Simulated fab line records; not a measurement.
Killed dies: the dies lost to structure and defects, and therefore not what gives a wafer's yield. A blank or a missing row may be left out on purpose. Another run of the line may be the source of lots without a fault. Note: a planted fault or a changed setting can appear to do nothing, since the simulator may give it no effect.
fab line records	flow n5_finfet
record: lots: 24	wafers: 72	last_day: 17
route steps=1938 shown BEOL_M11@1556
lots with no fault: from the same line, run without faults
start_h: hours from the record's first day to the start of the lot's first wafer shown	wait_h: time in hours since the lot's previous step	" same as the row above	L1.1+2: a single row standing in for several wafers	- no value, or no start given	* or withheld: withheld	< > ~ a bound
route shown NAME@n: a module of which the file shows steps, and the number in the route of the first	usual: average and standard deviation across the fault-free wafers	same: alike in all rows	chamber/n: place in a boat	sites: the reading at each site	_std_site: standard deviation of those values	_edge_site: outer sites' mean less inner sites'	radius_mm: how far each site lies from the wafer's centre	mask NAME#n: copy n	behind: the last tool/chamber to shape the wafer	hold: what put the lot on hold/how long, in hours/how the hold closed	device: names the non-switching transistor (n, p or np)	end of line: the tests these same wafers got at the end of their route	step lacking rows: just its recipe	killed: count of dies lost to structure and defects at first sort (not the wafer's yield)	map: shows each die of a wafer: x if killed, . if not, _ if none is there
set.NAME: the setting that was run; set.NAME@STEP: the one run at that earlier step	model.NAME: the simulator's own value behind a step, which no gauge read
one table for each step of the route and one row for each wafer, over a sample of lots
services: from which hour (start_h, from the record's first day; less than 0 if before it) a tool's chamber was out of use, for how many hours, and why
== steps ==
step: N5_BEOL_M11_STRIP_67
recipe: chemistry: CF4	resist: SiARC	power_w: 300	bias_power_w: 75	pressure_mtorr: 50	cf4_flow_sccm: 150	rf_frequency_hz: 6e+07
usual: drypump_motor_current_A: 5.3/0.49	oes_product_au: 0.82/0.087	rf_vpp_V: 271.5/1.6	showerhead_plenum_p_Torr: 1.82/0.063	throttle_valve_pct: 13.53/0.28
lot.wafer	tool	chamber	start_h	wait_h	drypump_motor_current_A	oes_product_au	rf_hours_counter_h	rf_vpp_V	showerhead_plenum_p_Torr	throttle_valve_pct
L074.2	rie_diel-04	1	237.23	0.0	5.3	0.74	173	270.4	1.80	13.63
L074.4	"	0	"	"	5.6	0.90	40	272.2	1.82	13.23
L074.5	"	0	"	"	5.5	0.90	-	271.3	1.82	13.24
L076.2	rie_diel-06	3	237.54	0.0	4.8	0.69	232	272.0	1.84	13.72
L076.5	"	3	"	"	4.8	0.70	-	271.1	1.84	13.73
L076.6	"	2	"	"	4.6	0.91	-	273.6	1.91	13.43
L075.3	rie_diel-02	2	242.15	0.0	5.5	0.69	236	270.5	1.85	13.95
L075.5	"	2	"	"	5.5	0.70	-	270.5	1.85	13.95
L075.6	"	3	"	"	5.9	0.94	-	272.3	1.82	13.35
L077.2	rie_diel-06	2	259.45	0.0	4.7	0.89	18	272.7	1.90	13.46
L077.4	"	3	"	"	4.8	0.69	238	271.8	1.84	13.74
L077.6	"	2	"	"	4.7	0.90	-	272.7	1.90	13.45
L079.2	rie_diel-02	3	267.00	0.0	5.9	0.91	23	272.6	1.82	13.37
L079.3	"	1	"	"	6.0	0.96	4	271.4	1.89	12.98
L079.4	"	0	"	"	5.8	0.87	45	272.2	1.91	13.40
L078.3	rie_diel-06	1	267.17	0.0	5.8	0.85	45	269.5	1.75	13.41
L078.4	"	0	"	"	4.8	0.72	224	269.4	1.71	13.92
L078.6	"	0	"	"	4.8	0.72	-	268.4	1.71	13.93
L080.2	rie_diel-04	0	267.83	0.0	5.6	0.89	48	271.6	1.82	13.27
L080.4	"	1	"	"	5.4	0.73	183	270.3	1.80	13.64
L080.6	"	0	"	"	5.6	0.88	-	271.8	1.82	13.26
L081.1	rie_diel-02	0	279.68	0.0	5.9	0.86	48	273.5	1.91	13.41
L081.4	"	2	"	"	5.5	0.69	248	272.9	1.84	13.99
L081.6	"	1	"	"	6.0	0.94	-	272.6	1.89	13.00
L083.3	rie_diel-04	3	292.13	0.0	5.8	0.70	239	274.3	1.84	14.15
L083.4	"	2	"	"	5.2	0.82	69	271.6	1.81	13.25
L083.5	"	2	"	"	5.2	0.82	-	271.5	1.81	13.24
L084.2	rie_diel-02	3	296.99	0.0	5.9	0.89	33	273.3	1.82	13.40
L084.4	"	2	"	"	5.5	1.00	0	272.2	1.84	13.42
L084.6	"	3	"	"	5.9	0.90	-	271.7	1.82	13.40
L082.2	rie_diel-06	2	298.61	0.0	4.7	0.87	30	274.2	1.90	13.48
L082.5	"	0	"	"	4.8	0.71	-	269.1	1.71	13.96
L082.6	"	2	"	"	4.6	0.87	-	272.2	1.90	13.49
L085.1	rie_diel-06	1	300.90	0.0	5.8	0.84	56	271.0	1.75	13.44
L085.2	"	2	"	"	4.7	0.86	31	273.6	1.90	13.48
L085.6	"	2	"	"	4.6	0.87	-	274.2	1.90	13.50
L086.2	rie_diel-06	1	305.03	0.0	5.8	0.84	58	270.8	1.75	13.45
L086.3	"	0	"	"	4.8	0.72	237	268.8	1.71	13.96
L086.6	"	2	"	"	4.7	0.86	-	273.2	1.90	13.50
L087.1	rie_diel-06	1	307.78	0.0	5.8	0.83	60	270.8	1.75	13.45
L087.5	"	0	"	"	4.8	0.71	-	269.7	1.71	13.97
L087.6	"	2	"	"	4.7	0.86	-	275.0	1.90	13.50
L089.2	rie_diel-06	0	314.81	0.0	4.8	0.71	241	270.5	1.71	13.95
L089.4	"	2	"	"	4.7	0.85	37	273.2	1.90	13.53
L089.5	"	2	"	"	4.7	0.87	-	274.3	1.90	13.48
L088.1	rie_diel-02	0	326.36	0.0	5.8	0.84	65	272.2	1.90	13.45
L088.2	"	2	"	"	5.5	0.94	11	272.6	1.84	13.44
L088.3	"	3	"	"	5.9	0.89	43	273.0	1.81	13.41
L092.2	rie_diel-06	0	330.41	0.0	4.8	0.70	245	269.5	1.71	13.99
L092.3	"	3	"	"	4.8	0.96	5	273.0	1.84	13.18
L092.4	"	2	"	"	4.7	0.86	42	272.2	1.90	13.50
L091.2	rie_diel-06	1	330.70	0.0	5.8	0.82	67	269.5	1.75	13.47
L091.3	"	0	"	"	4.8	0.71	245	269.5	1.71	13.98
L091.6	"	0	"	"	4.8	0.70	-	269.8	1.71	13.97
L090.2	rie_diel-06	1	331.34	0.0	5.8	0.83	67	271.4	1.75	13.48
L090.3	"	0	"	"	4.8	0.70	246	268.6	1.71	13.98
L090.6	"	3	"	"	4.8	0.95	-	271.4	1.84	13.18
L093.1	rie_diel-04	1	335.27	0.0	5.4	0.71	207	269.4	1.79	13.73
L093.2	"	2	"	"	5.2	0.80	87	272.3	1.81	13.32
L093.5	"	2	"	"	5.2	0.80	-	272.4	1.81	13.28
L094.1	rie_diel-06	1	351.91	0.0	5.8	0.81	75	270.1	1.74	13.48
L094.5	"	2	"	"	4.7	0.83	-	272.7	1.89	13.53
L094.6	"	1	"	"	5.8	0.81	-	268.8	1.74	13.49
L095.1	rie_diel-06	3	355.60	0.0	4.8	0.93	13	270.3	1.83	13.21
L095.3	"	1	"	"	5.8	0.81	77	270.5	1.74	13.50
L095.4	"	1	"	"	5.8	0.81	-	269.5	1.74	13.49
L096.1	rie_diel-04	3	359.97	0.0	5.8	0.94	8	271.2	1.84	13.61
L096.3	"	1	"	"	5.3	0.71	215	269.2	1.79	13.71
L096.4	"	2	"	"	5.2	0.78	95	271.4	1.81	13.32
L097.2	rie_diel-04	1	369.03	0.0	5.3	0.71	217	270.3	1.79	13.73
L097.4	"	0	"	"	5.6	0.84	82	270.0	1.81	13.34
L097.5	"	0	"	"	5.6	0.83	-	271.2	1.81	13.35
step: N5_BEOL_M11_ETCH_41
recipe: chemistry: CH3F/O2	target: SiCN	target_depth_a: 426	taper_deg: 2	time_s: 86	ion_energy_ev: 120	mask_material: TiN	pressure_mtorr: 30	source_w: 395	bias_w: 75	Ar_flow_sccm: 150	CH3F_flow_sccm: 30	O2_flow_sccm: 20
usual: drypump_motor_current_A: 5.4/0.46	oes_product_au: 0.83/0.091	rf_vpp_V: 298.0/1.7	showerhead_plenum_p_Torr: 2.03/0.072	throttle_valve_pct: 16.24/0.27
lot.wafer	tool	chamber	start_h	wait_h	drypump_motor_current_A	oes_product_au	rf_hours_counter_h	rf_vpp_V	showerhead_plenum_p_Torr	throttle_valve_pct
L076.2	rie_diel-06	3	-	-	4.8	0.70	233	298.6	2.05	16.38
L076.5	"	0	"	"	4.8	0.72	-	295.5	1.89	16.54
L076.6	"	1	"	"	5.8	0.86	-	295.2	1.96	16.20
L074.2	rie_diel-04	1	-	-	5.3	0.74	175	297.0	1.98	16.23
L074.4	"	2	"	"	5.2	0.86	-	297.4	2.03	15.98
L074.5	"	1	"	"	5.3	0.74	-	298.3	1.98	16.21
L075.3	rie_diel-02	2	-	-	5.5	0.69	237	298.3	2.08	16.72
L075.5	"	2	"	"	5.5	0.69	-	298.1	2.08	16.72
L075.6	"	3	"	"	5.9	0.93	-	299.5	2.04	16.17
L077.2	rie_diel-06	0	-	-	4.8	0.72	223	296.4	1.89	16.57
L077.4	"	2	"	"	4.7	0.90	19	299.0	2.12	16.24
L077.6	"	3	"	"	4.8	0.69	-	297.0	2.05	16.39
L078.3	rie_diel-04	0	-	-	5.6	0.89	49	298.6	2.03	16.05
L078.4	"	2	"	"	5.2	0.84	64	298.4	2.03	15.99
L078.6	"	3	"	"	5.9	0.70	-	297.1	2.06	16.88
L079.2	rie_diel-02	3	-	-	5.9	0.92	24	297.7	2.04	16.19
L079.3	"	2	"	"	5.5	0.68	245	298.7	2.08	16.74
L079.4	"	0	"	"	5.8	0.88	46	300.9	2.10	16.01
L080.2	rie_diel-02	0	-	-	5.9	0.87	46	300.8	2.10	16.00
L080.4	"	1	"	"	6.0	0.96	5	301.6	2.15	15.84
L080.6	"	1	"	"	6.0	0.95	-	298.8	2.15	15.85
L081.1	rie_diel-04	0	-	-	5.6	0.89	52	297.2	2.03	16.04
L081.4	"	1	"	"	5.4	0.73	188	297.0	1.97	16.23
L081.6	"	3	"	"	5.8	0.70	-	298.2	2.06	16.89
L083.3	rie_diel-06	0	-	-	4.8	0.71	231	296.7	1.89	16.58
L083.4	"	1	"	"	5.8	0.86	53	295.4	1.95	16.22
L083.5	"	1	"	"	5.8	0.85	-	295.7	1.95	16.24
L084.2	rie_diel-04	2	-	-	5.2	0.82	72	297.8	2.02	16.01
L084.4	"	3	"	"	5.8	0.70	241	298.0	2.06	16.89
L084.6	"	2	"	"	5.2	0.82	-	297.1	2.02	16.01
L082.2	rie_diel-02	0	-	-	5.8	0.86	56	300.2	2.10	16.03
L082.5	"	1	"	"	6.0	0.91	-	300.0	2.14	15.87
L082.6	"	2	"	"	5.5	1.00	-	299.4	2.07	16.29
L085.1	rie_diel-06	2	-	-	4.6	0.86	32	300.4	2.12	16.27
L085.2	"	1	"	"	5.7	0.84	57	297.1	1.95	16.23
L085.6	"	1	"	"	5.8	0.84	-	297.0	1.95	16.23
L086.2	rie_diel-04	0	-	-	5.6	0.88	60	298.2	2.03	16.06
L086.3	"	2	"	"	5.2	0.83	75	297.8	2.02	16.03
L086.6	"	3	"	"	5.8	0.69	-	297.9	2.06	16.91
L087.1	rie_diel-02	0	-	-	5.8	0.86	60	298.0	2.10	16.05
L087.5	"	3	"	"	5.9	0.88	-	299.4	2.03	16.22
L087.6	"	0	"	"	5.8	0.85	-	301.4	2.10	16.05
L089.2	rie_diel-06	1	-	-	5.8	0.83	63	295.5	1.95	16.24
L089.4	"	3	"	"	4.8	1.01	1	299.0	2.05	15.89
L089.5	"	0	"	"	4.8	0.70	-	294.7	1.88	16.61
L088.1	rie_diel-04	1	-	-	5.3	0.70	204	297.2	1.97	16.27
L088.2	"	2	"	"	5.2	0.81	84	299.5	2.02	16.04
L088.3	"	0	"	"	5.6	0.87	68	297.9	2.03	16.07
L092.2	rie_diel-06	3	-	-	4.8	0.98	6	297.9	2.04	15.91
L092.3	"	0	"	"	4.8	0.70	246	294.4	1.88	16.60
L092.4	"	1	"	"	5.8	0.82	67	294.9	1.95	16.27
L091.2	rie_diel-04	1	-	-	5.3	0.71	205	297.5	1.97	16.27
L091.3	"	0	"	"	5.6	0.87	70	297.4	2.03	16.08
L091.6	"	1	"	"	5.3	0.71	-	297.6	1.97	16.28
L090.2	rie_diel-04	2	-	-	5.3	0.81	87	299.4	2.02	16.04
L090.3	"	1	"	"	5.4	0.71	206	297.2	1.97	16.28
L090.6	"	1	"	"	5.4	0.71	-	296.5	1.97	16.28
L093.1	rie_diel-06	0	-	-	4.8	0.70	248	293.9	1.88	16.62
L093.2	"	1	"	"	5.8	0.82	69	296.8	1.95	16.26
L093.5	"	2	"	"	4.6	0.85	-	300.9	2.12	16.29
L094.1	rie_diel-02	1	-	-	6.0	0.88	34	299.9	2.14	15.91
L094.5	"	0	"	"	5.8	0.84	-	299.5	2.09	16.07
L094.6	"	1	"	"	6.0	0.87	-	299.7	2.14	15.90
L095.1	rie_diel-06	2	-	-	4.6	0.84	52	300.1	2.11	16.29
L095.3	"	3	"	"	4.8	0.95	14	298.2	2.04	15.93
L095.4	"	1	"	"	5.8	0.81	-	296.3	1.95	16.29
L096.1	rie_diel-06	2	-	-	4.7	0.83	55	300.7	2.11	16.31
L096.3	"	1	"	"	5.8	0.82	-	295.7	1.94	16.29
L096.4	"	2	"	"	4.7	0.84	-	298.9	2.11	16.31
L097.2	rie_diel-06	0	-	-	4.8	1.00	0	298.7	2.13	16.12
L097.4	"	1	"	"	5.8	0.82	83	293.4	1.94	16.29
L097.5	"	0	"	"	4.8	0.98	-	299.5	2.13	16.11
step: N5_BEOL_M11_OCD_MEAS_38
usual: trench_depth_nm: 150.4/2.9
lot.wafer	tool	chamber	start_h	wait_h	trench_depth_nm
L076.2	ocd-02	-	240.81	-	146.6
L076.5	"	-	"	"	146.9
L076.6	"	-	"	"	152.2
L074.2	ocd-01	-	241.21	-	146.8
L074.4	"	-	"	"	152.1
L074.5	"	-	"	"	147.7
L075.3	ocd-02	-	244.67	-	145.8
L075.5	"	-	"	"	146.1
L075.6	"	-	"	"	147.7
L077.2	ocd-01	-	262.00	-	148.2
L077.4	"	-	"	"	149.2
L077.6	"	-	"	"	147.4
L078.3	ocd-01	-	270.34	-	152.0
L078.4	"	-	"	"	152.6
L078.6	"	-	"	"	144.0
L079.2	ocd-02	-	270.38	-	151.3
L079.3	"	-	"	"	147.3
L079.4	"	-	"	"	151.2
L080.2	ocd-02	-	270.84	-	150.9
L080.4	"	-	"	"	147.3
L080.6	"	-	"	"	148.0
L081.1	ocd-02	-	282.33	-	153.1
L081.4	"	-	"	"	146.7
L081.6	"	-	"	"	146.9
L083.3	ocd-02	-	294.24	-	148.8
L083.4	"	-	"	"	152.9
L083.5	"	-	"	"	152.9
L084.2	ocd-01	-	298.22	-	154.4
L084.4	"	-	"	"	147.5
L084.6	"	-	"	"	153.3
L082.2	ocd-01	-	300.13	-	151.0
L082.5	"	-	"	"	146.1
L082.6	"	-	"	"	153.8
L085.1	ocd-01	-	302.76	-	150.6
L085.2	"	-	"	"	152.5
L085.6	"	-	"	"	153.2
L086.2	ocd-02	-	306.93	-	150.6
L086.3	"	-	"	"	151.7
L086.6	"	-	"	"	145.3
L087.1	ocd-02	-	309.17	-	150.4
L087.5	"	-	"	"	147.5
L087.6	"	-	"	"	151.0
L089.2	ocd-02	-	317.19	-	152.1
L089.4	"	-	"	"	156.8
L089.5	"	-	"	"	149.0
L088.1	ocd-01	-	329.16	-	145.0
L088.2	"	-	"	"	151.8
L088.3	"	-	"	"	153.0
L092.2	ocd-02	-	332.13	-	154.5
L092.3	"	-	"	"	149.0
L092.4	"	-	"	"	149.6
L091.2	ocd-01	-	332.30	-	147.2
L091.3	"	-	"	"	153.3
L091.6	"	-	"	"	146.5
L090.2	ocd-01	-	333.91	-	151.6
L090.3	"	-	"	"	146.3
L090.6	"	-	"	"	146.1
L093.1	ocd-01	-	338.25	-	150.0
L093.2	"	-	"	"	151.4
L093.5	"	-	"	"	153.0
L094.1	ocd-01	-	354.32	-	147.8
L094.5	"	-	"	"	152.9
L094.6	"	-	"	"	148.3
L095.1	ocd-02	-	356.87	-	151.9
L095.3	"	-	"	"	155.9
L095.4	"	-	"	"	152.3
L096.1	ocd-01	-	363.54	-	152.8
L096.3	"	-	"	"	152.1
L096.4	"	-	"	"	153.4
L097.2	ocd-02	-	373.09	-	150.0
L097.4	"	-	"	"	150.8
L097.5	"	-	"	"	149.6
step: N5_BEOL_M11_PRE_CLEAN_45
recipe: gas: H2/He	time_s: 30	temp_c: 250
usual: heater_power_w: 340/34
lot.wafer	tool	chamber	start_h	wait_h	heater_power_w
L076.2	pvd_sputter-02	-	241.60	0.0	401
L076.5	"	-	"	"	410
L076.6	"	-	"	"	337
L074.2	pvd_sputter-03	-	242.20	0.0	333
L074.4	"	-	"	"	325
L074.5	"	-	"	"	360
L075.3	pvd_sputter-03	-	245.42	0.0	338
L075.5	"	-	"	"	326
L075.6	"	-	"	"	329
L077.2	pvd_sputter-02	-	262.57	0.0	326
L077.4	"	-	"	"	317
L077.6	"	-	"	"	327
L078.3	pvd_sputter-01	-	271.04	0.0	345
L078.4	"	-	"	"	337
L078.6	"	-	"	"	339
L079.2	pvd_sputter-03	-	271.05	0.0	332
L079.3	"	-	"	"	368
L079.4	"	-	"	"	334
L080.2	pvd_sputter-01	-	271.40	0.0	336
L080.4	"	-	"	"	405
L080.6	"	-	"	"	269
L081.1	pvd_sputter-02	-	282.89	0.0	324
L081.4	"	-	"	"	311
L081.6	"	-	"	"	314
L083.3	pvd_sputter-02	-	294.96	0.0	403
L083.4	"	-	"	"	308
L083.5	"	-	"	"	324
L084.2	pvd_sputter-03	-	298.80	0.0	358
L084.4	"	-	"	"	332
L084.6	"	-	"	"	334
L082.2	pvd_sputter-03	-	300.70	0.0	325
L082.5	"	-	"	"	328
L082.6	"	-	"	"	365
L085.1	pvd_sputter-02	-	303.37	0.0	330
L085.2	"	-	"	"	320
L085.6	"	-	"	"	311
L086.2	pvd_sputter-03	-	309.49	0.0	315
L086.3	"	-	"	"	362
L086.6	"	-	"	"	361
L087.1	pvd_sputter-03	-	309.95	0.0	359
L087.5	"	-	"	"	333
L087.6	"	-	"	"	338
L089.2	pvd_sputter-01	-	318.05	0.0	261
L089.4	"	-	"	"	345
L089.5	"	-	"	"	352
L088.1	pvd_sputter-01	-	330.29	0.0	351
L088.2	"	-	"	"	269
L088.3	"	-	"	"	344
L092.2	pvd_sputter-02	-	334.04	0.0	324
L092.3	"	-	"	"	325
L092.4	"	-	"	"	396
L091.2	pvd_sputter-02	-	334.20	0.0	334
L091.3	"	-	"	"	313
L091.6	"	-	"	"	312
L090.2	pvd_sputter-02	-	334.58	0.0	403
L090.3	"	-	"	"	313
L090.6	"	-	"	"	312
L093.1	pvd_sputter-02	-	339.06	0.0	330
L093.2	"	-	"	"	318
L093.5	"	-	"	"	322
L094.1	pvd_sputter-02	-	355.32	0.0	331
L094.5	"	-	"	"	403
L094.6	"	-	"	"	324
L095.1	pvd_sputter-01	-	359.03	0.0	271
L095.3	"	-	"	"	356
L095.4	"	-	"	"	330
L096.1	pvd_sputter-02	-	364.30	0.0	312
L096.3	"	-	"	"	316
L096.4	"	-	"	"	405
L097.2	pvd_sputter-03	-	373.81	0.0	365
L097.4	"	-	"	"	366
L097.5	"	-	"	"	326
step: N5_BEOL_M11_ALD_74
recipe: material: TaN	target_thk_a: 20	temp_c: 275	ald_precursor_family: PDMAT	ald_co_reactant: NH3	pressure_torr: 3	carrier_flow_sccm: 1500	pulse_time_s: 2	purge_time_s: 3	co_reactant_purge_time_s: 2	co_reactant_pulse_time_s: 3	ald_cycles: 40	precursor_vessel_temp_c: 75	precursor_vessel_pressure_torr: 26.25	precursor_vessel_carrier_sccm: 1000
usual: heater_power_w: 436/32	mfc_carrier_sccm: 1500/4.5
lot.wafer	tool	chamber	start_h	wait_h	heater_power_w	mfc_carrier_sccm
L076.2	ald_metal-01	2	241.66	0.0	415	1505
L076.5	"	2	"	"	395	1509
L076.6	"	3	"	"	456	1506
L074.2	ald_metal-01	3	242.26	0.0	451	1503
L074.4	"	2	"	"	400	1503
L074.5	"	0	"	"	447	1506
L075.3	ald_metal-03	3	245.48	0.0	419	1489
L075.5	"	2	"	"	437	1501
L075.6	"	1	"	"	435	1493
L077.2	ald_metal-04	0	262.69	0.1	423	1500
L077.4	"	3	"	"	373	1496
L077.6	"	3	"	"	375	1506
L078.3	ald_metal-01	3	271.10	0.0	448	1506
L078.4	"	2	"	"	403	1495
L078.6	"	2	"	"	409	1496
L079.2	ald_metal-03	0	271.11	0.0	491	1503
L079.3	"	2	"	"	449	1504
L079.4	"	1	"	"	449	1495
L080.2	ald_metal-01	2	271.62	0.2	401	1493
L080.4	"	1	"	"	426	1499
L080.6	"	2	"	"	406	1501
L081.1	ald_metal-01	2	283.17	0.3	397	1495
L081.4	"	3	"	"	442	1501
L081.6	"	0	"	"	442	1501
L083.3	ald_metal-03	3	295.04	0.1	422	1495
L083.4	"	2	"	"	436	1495
L083.5	"	0	"	"	515	1502
L084.2	ald_metal-03	2	298.86	0.0	440	1509
L084.4	"	0	"	"	491	1504
L084.6	"	3	"	"	431	1505
L082.2	ald_metal-03	0	300.78	0.1	488	1500
L082.5	"	0	"	"	499	1500
L082.6	"	2	"	"	441	1495
L085.1	ald_metal-03	2	303.43	0.0	440	1497
L085.2	"	0	"	"	498	1500
L085.6	"	0	"	"	503	1507
L086.2	ald_metal-01	3	309.55	0.0	438	1498
L086.3	"	1	"	"	406	1505
L086.6	"	1	"	"	413	1496
L087.1	ald_metal-03	2	310.01	0.0	445	1497
L087.5	"	3	"	"	441	1491
L087.6	"	0	"	"	501	1498
L089.2	ald_metal-01	0	318.12	0.0	440	1497
L089.4	"	2	"	"	409	1499
L089.5	"	2	"	"	393	1500
L088.1	ald_metal-03	2	330.38	0.1	443	1499
L088.2	"	1	"	"	459	1498
L088.3	"	3	"	"	424	1497
L092.2	ald_metal-03	1	334.10	0.0	449	1495
L092.3	"	0	"	"	490	1500
L092.4	"	1	"	"	436	1501
L091.2	ald_metal-01	2	334.36	0.1	406	1499
L091.3	"	1	"	"	421	1496
L091.6	"	3	"	"	456	1505
L090.2	ald_metal-03	2	334.64	0.0	439	1501
L090.3	"	0	"	"	496	1509
L090.6	"	3	"	"	423	1503
L093.1	ald_metal-03	2	339.27	0.2	438	1500
L093.2	"	1	"	"	436	1493
L093.5	"	3	"	"	433	1496
L094.1	ald_metal-01	2	355.52	0.2	393	1496
L094.5	"	2	"	"	393	1497
L094.6	"	3	"	"	437	1501
L095.1	ald_metal-01	0	359.09	0.0	420	1508
L095.3	"	3	"	"	429	1501
L095.4	"	2	"	"	399	1495
L096.1	ald_metal-03	1	364.36	0.0	444	1509
L096.3	"	2	"	"	451	1499
L096.4	"	3	"	"	431	1498
L097.2	ald_metal-01	0	373.91	0.1	419	1494
L097.4	"	1	"	"	392	1496
L097.5	"	1	"	"	395	1499
step: N5_BEOL_M11_THK_MEAS_53
recipe: thk_meas_gauge: xrf	reads: Cu_of_BEOL_M11_ECD_50
usual: M11_THK: 140/3.1
lot.wafer	tool	chamber	start_h	wait_h	M11_THK[nm]
L076.2	film_metro-01	-	243.78	-	133
L076.5	"	-	"	"	135
L076.6	"	-	"	"	141
L074.2	film_metro-01	-	244.06	-	136
L074.4	"	-	"	"	141
L074.5	"	-	"	"	138
L075.3	film_metro-01	-	246.84	-	137
L075.5	"	-	"	"	135
L075.6	"	-	"	"	137
L077.2	film_metro-01	-	264.36	-	139
L077.4	"	-	"	"	139
L077.6	"	-	"	"	137
L078.3	film_metro-02	-	272.76	-	140
L078.4	"	-	"	"	139
L078.6	"	-	"	"	133
L079.2	film_metro-01	-	272.93	-	137
L079.3	"	-	"	"	136
L079.4	"	-	"	"	138
L080.2	film_metro-02	-	273.24	-	141
L080.4	"	-	"	"	137
L080.6	"	-	"	"	139
L081.1	film_metro-02	-	284.62	-	143
L081.4	"	-	"	"	137
L081.6	"	-	"	"	136
L083.3	film_metro-01	-	296.41	-	139
L083.4	"	-	"	"	142
L083.5	"	-	"	"	144
L084.2	film_metro-02	-	300.20	-	144
L084.4	"	-	"	"	137
L084.6	"	-	"	"	143
L082.2	film_metro-01	-	302.10	-	139
L082.5	"	-	"	"	135
L082.6	"	-	"	"	142
L085.1	film_metro-02	-	305.58	-	140
L085.2	"	-	"	"	141
L085.6	"	-	"	"	141
L086.2	film_metro-01	-	310.90	-	138
L086.3	"	-	"	"	139
L086.6	"	-	"	"	133
L087.1	film_metro-01	-	312.38	-	140
L087.5	"	-	"	"	139
L087.6	"	-	"	"	140
L089.2	film_metro-01	-	319.72	-	142
L089.4	"	-	"	"	147
L089.5	"	-	"	"	139
L088.1	film_metro-01	-	331.75	-	136
L088.2	"	-	"	"	141
L088.3	"	-	"	"	140
L092.2	film_metro-01	-	335.51	-	144
L092.3	"	-	"	"	137
L092.4	"	-	"	"	138
L091.2	film_metro-02	-	336.15	-	137
L091.3	"	-	"	"	141
L091.6	"	-	"	"	137
L090.2	film_metro-01	-	336.69	-	143
L090.3	"	-	"	"	138
L090.6	"	-	"	"	138
L093.1	film_metro-02	-	340.89	-	138
L093.2	"	-	"	"	139
L093.5	"	-	"	"	141
L094.1	film_metro-01	-	357.85	-	138
L094.5	"	-	"	"	144
L094.6	"	-	"	"	137
L095.1	film_metro-02	-	361.33	0.2	140
L095.3	"	-	"	"	144
L095.4	"	-	"	"	140
L096.1	film_metro-01	-	365.99	-	143
L096.3	"	-	"	"	143
L096.4	"	-	"	"	144
L097.2	film_metro-02	-	375.59	-	140
L097.4	"	-	"	"	141
L097.5	"	-	"	"	139
== services ==
tool	chamber	start_h	hours	kind
rie_diel-06	1	224.30	2.0	repair
rie_diel-04	0	239.88	1.8	repair
ald_metal-01	2	250.12	10.5	repair
ald_metal-04	-	250.67	0.6	repair
rie_diel-02	1	252.83	7.7	repair
rie_diel-06	2	287.31	3.1	repair
ald_metal-04	3	290.06	1.5	repair
ald_metal-03	3	296.05	1.6	repair
ald_metal-03	1	297.75	5.9	repair
rie_diel-06	3	298.34	-	clean
rie_diel-06	3	298.34	-	consumable_replace:focus_ring
rie_diel-04	3	322.86	-	clean
ald_metal-04	-	323.66	0.5	repair
ald_metal-03	3	332.17	2.4	repair
ald_metal-01	-	337.25	14.0	pm
rie_diel-06	3	340.10	5.4	repair
rie_diel-06	0	345.68	-	clean
rie_diel-06	0	345.68	-	consumable_replace:esc
rie_diel-06	0	345.68	-	consumable_replace:focus_ring
rie_diel-06	0	345.68	-	consumable_replace:showerhead
rie_diel-06	0	345.68	25.6	scheduled_down
rie_diel-06	0	345.68	25.6	vent_cycle
rie_diel-02	3	348.83	14.2	repair
rie_diel-06	3	361.08	4.9	repair
== key ==
fault none
